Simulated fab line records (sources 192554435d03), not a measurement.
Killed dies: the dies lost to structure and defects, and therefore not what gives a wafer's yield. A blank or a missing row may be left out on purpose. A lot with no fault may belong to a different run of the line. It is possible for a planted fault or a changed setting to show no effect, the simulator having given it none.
Chamber matching | flow n5Finfet | N5_FIN_SAQP_PECVD_06 on pecvd-03: 3 sister chambers
The step deposits a-Si from SiH4/He, target thk 60 nm, time 48.1 s. 3 wafers are shown with their chamber, then 10 later ones without.

## EACH WAFER AND ITS CHAMBER
wafer  | chamber | throttleValvePct (%)
L086.4 | 1       | 18.8
L089.1 | 0       | 18.8
L089.2 | 2       | 17.6

## WAFERS MISSING THEIR CHAMBER
wafer  | throttleValvePct (%)
L089.4 | 18.8
L091.2 | 17.5
L091.3 | 18.7
L091.5 | 18.5
L094.1 | 17.3
L094.3 | 18.4
L094.5 | 17.0
L096.3 | 17.5
L096.5 | 18.7
L096.6 | 18.7

## CHAMBER TAKEN BY EACH
wafer  | from the rows above          | in truth
L089.4 | can't be placed: 0 or 1      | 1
L091.2 | 2                            | 2
L091.3 | can't be placed: 0 or 1      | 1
L091.5 | can't be placed: 0 or 1      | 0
L094.1 | 2                            | 2
L094.3 | can't be placed: 0 or 1 or 2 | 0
L094.5 | 2                            | 2
L096.3 | 2                            | 2
L096.5 | can't be placed: 0 or 1      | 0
L096.6 | can't be placed: 0 or 1      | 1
Correctly placed: 4 of 10. These rows do not allow placing 6 (true chamber among the candidates in 6). 0 placed wrongly.
How it was worked out, from the rows above alone: a wafer's distance from a chamber is the root of the sum, over the readings, of the square of ((its reading less the chamber's mean) divided by the reading's scatter). If the next closest chamber is less than 2 further off than the closest, the wafer can't be placed; otherwise it belongs to the closest. The mean given for a chamber averages the wafers shown for that chamber. The scatter: with one shown wafer a chamber, the root of the mean of the squares of how far each hidden wafer lies from its nearest shown one.
